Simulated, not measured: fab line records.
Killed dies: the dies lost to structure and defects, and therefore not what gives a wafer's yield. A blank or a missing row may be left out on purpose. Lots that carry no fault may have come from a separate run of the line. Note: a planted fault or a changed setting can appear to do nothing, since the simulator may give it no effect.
fab line records	flow nand-harc
record: lots: 13	wafers: 39	last-day: 24
route steps=1159 shown A_SLIT@781 A_WL_FILL@814 END@1159
lots with no fault: from the same line, run without faults
start-h: hours from the record's opening day to when the first of the lot's shown wafers began	wait-h: hours since the lot's step before	" as in the row above	L1.1+2: a row that stands for several wafers	- no value, or no start given	* or withheld: withheld	< > ~ a bound
route shown NAME@n: a module of which the file shows steps, and the number in the route of the first	usual: mean and standard deviation over wafers with no fault	same: alike in all rows	chamber/n: place in a boat	sites: the reading at each site	_std_site: the values' standard deviation	_edge_site: inner sites' mean taken away from outer sites' mean	radius-mm: how far each site lies from the wafer's centre	mask NAME#n: copy n	behind: the last tool/chamber to shape the wafer	hold: why the lot was held/for how many hours/how that ended	device: the transistor (n, p or np) that didn't switch	end of line: the same wafers' tests at the end of the route	where a step has no rows: the recipe by itself	killed: dies lost to structure and defects at the first sort, not the wafer's yield	map: the dies of a wafer, with x for killed, . for not killed, _ for no die there
set.NAME: the setting the step ran with; set.NAME@STEP: the setting that earlier step ran with	model.NAME: the simulator's own value behind a step, which no gauge read
a sample of lots followed through the steps of the route, with each step as a table and each wafer as a row
services: from which hour (start-h, from the record's first day; less than 0 if before it) a tool's chamber was out of use, for how many hours, and why
== steps ==
step: NHARC_A_SLIT_DEP_23
recipe: target-thk-a: 1000	target-thk-nm: 100	temp-c: 400	pressure-torr: 3.5	flow-sccm: 200	rf-w: 350	material: SiON
usual: heater-power-w: 776/92
lot.wafer	tool	chamber	start-h	wait-h	heater-power-w
L718.2	pecvd-03	0	318.92	1.4	622
L718.6	"	2	"	"	930
L718.4	"	0	"	"	616
L720.3	pecvd-03	1	326.56	1.0	809
L720.2	"	2	"	"	903
L720.5	"	1	"	"	831
L719.1	pecvd-02	0	327.50	1.7	950
L719.3	"	1	"	"	709
L719.6	"	0	"	"	789
L721.3	pecvd-01	2	337.74	1.0	756
L721.1	"	1	"	"	748
L721.5	"	1	"	"	755
L723.1	pecvd-02	1	348.48	1.7	792
L723.2	"	2	"	"	833
L723.3	"	0	"	"	784
L727.2	pecvd-02	1	376.03	1.3	729
L727.3	"	0	"	"	843
L727.4	"	2	"	"	797
L732.1	pecvd-01	1	405.27	1.7	695
L732.3	"	0	"	"	681
L732.6	"	0	"	"	683
L733.3	pecvd-03	2	405.45	1.1	924
L733.4	"	0	"	"	613
L733.5	"	1	"	"	738
L734.1	pecvd-02	0	415.21	1.7	766
L734.2	"	1	"	"	678
L734.3	"	2	"	"	698
L738.1	pecvd-02	2	429.09	1.8	754
L738.3	"	1	"	"	710
L738.5	"	0	"	"	759
L736.2	pecvd-02	2	438.89	1.3	782
L736.1	"	1	"	"	799
L736.6	"	2	"	"	775
L740.3	pecvd-01	0	457.82	1.0	757
L740.1	"	1	"	"	743
L740.4	"	2	"	"	789
L741.2	pecvd-03	1	458.01	1.4	874
L741.3	"	2	"	"	958
L741.6	"	2	"	"	940
step: NHARC_A_WL_FILL_ETCHBACK_04
recipe: target-depth-a: 600	time-s: 120	chemistry: NF3
usual: drypump-motor-current-A: 6.2/0.35	oes-product-au: 1.000/0.0073
same: time-s: 120
lot.wafer	tool	chamber	start-h	wait-h	drypump-motor-current-A	oes-product-au	rf-hours-counter-h
L718.2	rie-metal-02	0	336.81	2.4	6.5	1.004	3.2
L718.4	"	0	"	"	6.5	0.997	-
L718.6	"	0	"	"	6.5	0.997	-
L720.2	rie-metal-02	0	348.17	2.4	6.5	1.008	3.5
L720.3	"	1	"	"	5.7	1.005	-
L720.5	"	0	"	"	6.5	1.016	-
L719.1	rie-metal-01	0	348.81	2.9	6.6	0.999	0.3
L719.3	"	0	"	"	6.7	0.990	-
L719.6	"	0	"	"	6.7	0.997	-
L721.1	rie-metal-02	1	354.04	2.4	5.7	1.001	3.7
L721.3	"	0	"	"	6.6	1.001	-
L721.5	"	0	"	"	6.6	1.005	-
L723.1	rie-metal-02	0	364.81	2.4	6.5	1.006	4.2
L723.2	"	1	"	"	5.7	1.006	4.2
L723.3	"	0	"	"	6.6	0.999	-
L727.2	rie-metal-01	1	396.33	2.9	6.4	0.994	1.8
L727.4	"	0	"	"	6.6	0.996	-
L727.3	"	1	"	"	6.3	0.988	-
L733.4	rie-metal-02	0	421.86	1.5	6.5	0.750	-
L733.3	"	1	"	"	5.7	0.745	-
L733.5	"	0	"	"	6.5	0.753	-
L732.1	rie-metal-02	0	427.19	5.2	6.6	0.751	1.0
L732.3	"	1	"	"	5.7	0.740	-
L732.6	"	1	"	"	5.7	0.746	-
L734.1	rie-metal-02	1	432.25	2.9	5.7	0.734	1.3
L734.2	"	0	"	"	6.5	0.747	1.3
L734.3	"	1	"	"	5.7	0.742	-
L738.1	rie-metal-03	0	449.75	2.9	6.5	1.015	4.9
L738.3	"	1	"	"	6.2	1.010	-
L738.5	"	1	"	"	6.2	1.005	-
L736.1	rie-metal-01	1	455.06	2.3	6.3	0.993	3.4
L736.2	"	0	"	"	6.7	1.003	3.4
L736.6	"	0	"	"	6.6	0.996	-
L740.1	rie-metal-03	0	474.82	2.9	6.4	1.006	0.2
L740.4	"	0	"	"	6.4	0.997	-
L740.3	"	1	"	"	6.2	1.009	-
L741.2	rie-metal-03	0	477.62	2.4	6.4	0.994	0.5
L741.3	"	0	"	"	6.5	0.999	-
L741.6	"	0	"	"	6.5	0.996	-
step: NHARC_A_WL_FILL_STRIP_27
recipe: power-w: 1500	temp-c: 250	time-s: 20	chemistry: N2/H2
usual: drypump-motor-current-A: 5.4/0.38	heater-power-w: 313/15	rf-refl-power-W: 17/5.7
same: time-s: 20
lot.wafer	tool	chamber	start-h	wait-h	drypump-motor-current-A	heater-power-w	rf-hours-counter-h	rf-refl-power-W
L718.2	plasma-asher-02	1	337.21	0.1	5.1	314	49	18
L718.4	"	0	"	"	5.9	323	-	12
L718.6	"	0	"	"	5.8	321	-	13
L720.2	plasma-asher-02	0	348.54	0.1	5.8	331	52	13
L720.3	"	0	"	"	5.8	325	-	13
L720.5	"	1	"	"	5.1	300	-	18
L719.1	plasma-asher-02	1	349.16	0.1	5.0	324	52	18
L719.3	"	1	"	"	5.1	310	-	18
L719.6	"	0	"	"	5.8	335	-	13
L721.1	plasma-asher-01	0	354.48	0.2	5.6	313	22	29
L721.3	"	0	"	"	5.6	303	-	30
L721.5	"	0	"	"	5.6	318	-	29
L723.2	plasma-asher-01	0	365.83	0.8	5.6	313	28	31
L723.1	"	1	"	"	4.9	289	28	16
L723.3	"	0	"	"	5.6	312	-	30
L727.2	plasma-asher-02	0	396.68	0.1	5.8	329	9	-
L727.4	"	0	"	"	5.8	336	-	-
L727.3	"	1	"	"	5.1	300	-	-
L733.3	plasma-asher-02	0	422.22	0.1	5.8	333	-	-
L733.4	"	1	"	"	5.1	301	-	-
L733.5	"	1	"	"	5.0	300	-	-
L732.1	plasma-asher-02	0	427.95	0.5	5.9	337	20	-
L732.3	"	1	"	"	5.1	300	-	-
L732.6	"	0	"	"	5.8	337	-	-
L734.1	plasma-asher-02	0	432.63	0.1	5.9	329	21	-
L734.2	"	1	"	"	5.0	300	21	-
L734.3	"	0	"	"	5.9	336	-	-
L738.1	plasma-asher-02	0	450.15	0.1	5.8	333	26	12
L738.3	"	1	"	"	5.0	300	-	18
L738.5	"	1	"	"	5.1	306	-	18
L736.2	plasma-asher-02	0	455.45	0.1	5.8	331	28	13
L736.1	"	1	"	"	5.0	300	28	18
L736.6	"	0	"	"	5.9	321	-	12
L740.1	plasma-asher-02	1	476.01	0.9	5.1	306	36	18
L740.4	"	1	"	"	5.1	307	-	18
L740.3	"	0	"	"	5.9	327	-	12
L741.2	plasma-asher-02	1	478.90	1.0	5.0	301	39	18
L741.3	"	0	"	"	5.8	333	-	12
L741.6	"	1	"	"	5.0	306	-	18
step: NHARC_A_WL_FILL_ALD_10
recipe: target-thk-a: 500	pulse-time-s: 10	ald-cycles: 500	temp-c: 300	material: SiO2
usual: heater-power-w: 458/40	precursor-pulse-height-rel: 1.003/0.019
lot.wafer	tool	chamber	start-h	wait-h	heater-power-w	precursor-pulse-height-rel
L718.2	ald-hk-04	0	343.28	1.8	456	1.004
L718.4	"	1	"	"	429	1.040
L718.6	"	2	"	"	431	1.000
L719.1	ald-hk-01	0	353.79	0.1	387	1.013
L719.3	"	1	"	"	468	1.009
L719.6	"	0	355.85	2.1	395	1.012
L720.3	ald-hk-02	2	354.30	0.6	459	1.030
L720.2	"	0	355.32	1.6	516	1.029
L720.5	"	1	"	"	442	0.982
L721.1	ald-hk-01	1	361.37	0.1	465	1.018
L721.3	"	0	362.90	1.6	396	1.012
L721.5	"	2	363.93	2.6	484	0.997
L723.2	ald-hk-02	3	375.18	1.0	425	0.984
L723.3	"	0	"	"	515	1.018
L723.1	"	1	"	"	438	1.000
L727.4	ald-hk-01	3	402.49	0.1	426	0.990
L727.3	"	0	"	"	390	1.035
L727.2	"	2	404.03	1.6	497	0.987
L733.3	ald-hk-04	0	427.16	0.1	437	0.978
L733.4	"	2	428.18	1.1	429	1.050
L733.5	"	0	429.20	2.1	448	0.996
L732.1	ald-hk-02	3	433.70	0.6	424	0.974
L732.3	"	0	"	"	513	0.993
L732.6	"	3	435.73	2.6	431	1.009
L734.1	ald-hk-04	3	437.89	0.1	534	1.012
L734.2	"	1	438.91	1.1	483	1.025
L734.3	"	2	"	"	415	1.019
L738.1	ald-hk-04	3	453.60	1.1	525	1.023
L738.3	"	0	"	"	441	1.005
L738.5	"	1	"	"	467	1.005
L736.1	ald-hk-01	2	460.85	0.2	517	1.040
L736.2	"	3	"	"	465	0.996
L736.6	"	3	463.45	2.8	442	0.976
L740.1	ald-hk-04	0	482.85	0.4	450	0.998
L740.4	"	1	"	"	460	1.000
L740.3	"	2	"	"	412	1.009
L741.2	ald-hk-02	2	483.22	0.8	432	0.979
L741.3	"	0	484.24	1.8	512	1.034
L741.6	"	2	485.27	2.8	453	0.977
step: NHARC_END_SORT_01
recipe: temp-c: 25
usual: killed-at-array: 29/11	killed-at-other: 0.6/0.92	killed-at-periphery: 3.2/2	killed-dies: 33/11	killed-open: 3.2/2	killed-short: 1.9/1.5
same: gross-dies: 677
lot.wafer	tool	chamber	start-h	wait-h	killed-at-array	killed-at-other	killed-at-periphery	killed-dies	killed-open	killed-short
L733.3	prober-02	0	521.04	3.1	674	0	3	677	1	1
L733.4	prober-02	0	521.84	3.4	673	0	4	677	5	3
L733.5	prober-02	0	522.63	3.7	673	0	4	677	5	4
L732.1	prober-01	0	527.10	2.5	674	0	3	677	5	2
L732.3	prober-01	0	528.70	3.1	675	1	1	677	6	2
L732.6	prober-01	0	531.10	4.0	676	1	0	677	4	0
L734.1	prober-02	0	533.71	2.5	674	2	1	677	2	3
L734.2	prober-02	0	534.52	2.8	675	1	1	677	2	3
L734.3	prober-02	0	535.33	3.1	675	1	1	677	0	1
killed by level:class
L733.3 A_WL_FILL:area-etchback=632 A_CHANNEL_HOLE_D1:chamber-film-flake=26 A_SLIT:chamber-film-flake=12 P_CONTACT:geometric-particle:open=1 A_WL_FILL:geometric-particle:short=1 P_ZERO_WELL:chamber-film-flake=1 P_GATE:chamber-film-flake=1 A_CHANNEL_FILL_D1:chamber-film-flake=1
L733.4 A_WL_FILL:area-etchback=633 A_CHANNEL_HOLE_D1:chamber-film-flake=19 A_SLIT:chamber-film-flake=8 A_CONTACT:chamber-film-flake=5 A_BLC:geometric-particle:open=2 A_M0:geometric-particle:short=2 A_CHANNEL_FILL_D1:chamber-film-flake=2 P_CONTACT:geometric-particle:short=1
L733.5 A_WL_FILL:area-etchback=624 A_CHANNEL_HOLE_D1:chamber-film-flake=23 A_SLIT:chamber-film-flake=12 A_CONTACT:chamber-film-flake=3 A_CONTACT:geometric-particle:short=2 A_BLC:geometric-particle:open=2 P_STI:chamber-film-flake=2 A_STAIRCASE:chamber-film-flake=2
L732.1 A_WL_FILL:area-etchback=661 A_CONTACT:chamber-film-flake=4 A_STAIRCASE:chamber-film-flake=3 A_CHANNEL_HOLE_D1:geometric-particle:short=2 P_M0:geometric-particle:open=1 A_CHANNEL_FILL_D1:geometric-particle:open=1 A_WL_FILL:geometric-particle:open=1 A_CONTACT:geometric-particle:open=1
L732.3 A_WL_FILL:area-etchback=657 A_CHANNEL_HOLE_D1:chamber-film-flake=5 A_CONTACT:chamber-film-flake=4 A_WL_FILL:geometric-particle:open=2 A_STAIRCASE:chamber-film-flake=2 A_ONON_D1:geometric-particle:short=1 A_ONON_D1:geometric-particle:open=1 A_CHANNEL_FILL_D1:geometric-particle:short=1
L732.6 A_WL_FILL:area-etchback=665 A_CHANNEL_HOLE_D1:chamber-film-flake=3 A_CHANNEL_FILL_D1:geometric-particle:open=2 A_STAIRCASE:chamber-film-flake=2 A_CONTACT:chamber-film-flake=2 A_SGD_CUT:geometric-particle:open=1 STARTING-WAFER:geometric-particle:open=1 A_WL_FILL:chamber-film-flake=1
L734.1 A_WL_FILL:area-etchback=638 A_CHANNEL_HOLE_D1:chamber-film-flake=19 A_STAIRCASE:chamber-film-flake=4 A_CONTACT:chamber-film-flake=4 A_CHANNEL_HOLE_D1:geometric-particle:short=2 A_M0:chamber-film-flake=2 THIN_TSV:chamber-film-flake=2 A_ONON_D1:geometric-particle:short=1
L734.2 A_WL_FILL:area-etchback=645 A_CHANNEL_HOLE_D1:chamber-film-flake=19 A_M0:chamber-film-flake=3 A_SGD_CUT:geometric-particle:short=2 A_STAIRCASE:chamber-film-flake=2 P_M0:geometric-particle:open=1 A_CONTACT:geometric-particle:open=1 A_M1:geometric-particle:short=1
L734.3 A_WL_FILL:area-etchback=650 A_CHANNEL_HOLE_D1:chamber-film-flake=20 A_STAIRCASE:chamber-film-flake=3 A_ONON_D1:geometric-particle:short=1 P_ZERO_WELL:chamber-film-flake=1 A_CONTACT:chamber-film-flake=1 THIN_TSV:chamber-film-flake=1
== services ==
tool	chamber	start-h	hours	kind
plasma-asher-01	-	299.16	0.6	repair
ald-hk-02	-	318.44	13.0	repair
pecvd-03	-	323.59	2.8	repair
rie-metal-01	0	331.13	1.8	repair
rie-metal-01	-	332.00	9.0	pm
pecvd-02	-	334.32	13.0	pm
plasma-asher-02	-	360.61	9.0	pm
plasma-asher-02	0	360.61	9.0	vent-cycle
plasma-asher-02	1	360.61	9.0	vent-cycle
plasma-asher-02	0	369.61	-	clean
ald-hk-04	-	371.32	10.0	pm
rie-metal-03	0	386.19	3.6	repair
rie-metal-02	-	388.00	9.0	pm
pecvd-03	-	406.40	0.5	repair
ald-hk-01	-	412.54	10.0	pm
pecvd-01	-	418.26	13.0	pm
rie-metal-03	-	453.00	9.0	pm
plasma-asher-01	-	453.07	9.0	pm
ald-hk-02	-	458.80	10.0	pm
pecvd-02	-	463.62	0.9	repair
rie-metal-01	-	466.55	1.1	repair
plasma-asher-02	-	468.51	1.5	repair
pecvd-03	-	473.36	13.0	pm
plasma-asher-01	-	474.62	4.3	repair
== key ==
first-sign: step: NHARC_A_WL_FILL_ETCHBACK_04	reading: oes-product-au	direction: down	sigmas: 35	usual: 1.000	struck: 0.745
effect: step: NHARC_END_SORT_01	reading: killed-at-array	direction: up	sigmas: 61	usual: 29	struck: 674
more-kills-born-at: NHARC_A_WL_FILL_ETCHBACK_04@rie-metal-02: 5805
met-at NHARC_A_WL_FILL_ETCHBACK_04
struck-lots L732,L733,L734
later-rows-left-out L732.1,L732.3,L732.6,L733.3,L733.4,L733.5,L734.1,L734.2,L734.3
tester-left-out L732,L733,L734
not-acting-at NHARC_A_SLIT_DEP_23,NHARC_A_WL_FILL_STRIP_27,NHARC_A_WL_FILL_ALD_10
onset-between 364.81 421.86
fault: kind: process-parameter-drift	tool: rie-metal-02	chamber: -	onset-h: 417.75	steps: NHARC_A_WL_FILL_ETCHBACK_04	channel: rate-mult	offset: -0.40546	shape: step	end-h: 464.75
tester-left-out: of these lots the tester's yield and bins aren't shown, on N5 and GAA mostly nor the transistor test; their killed dies are dies lost to structure and defects alone, not to doping, threshold or leakage, so they don't give the yield
later-rows-left-out: the simulator's readings of these wafers behind a module that went badly wrong aren't trusted and aren't shown, but for the sort
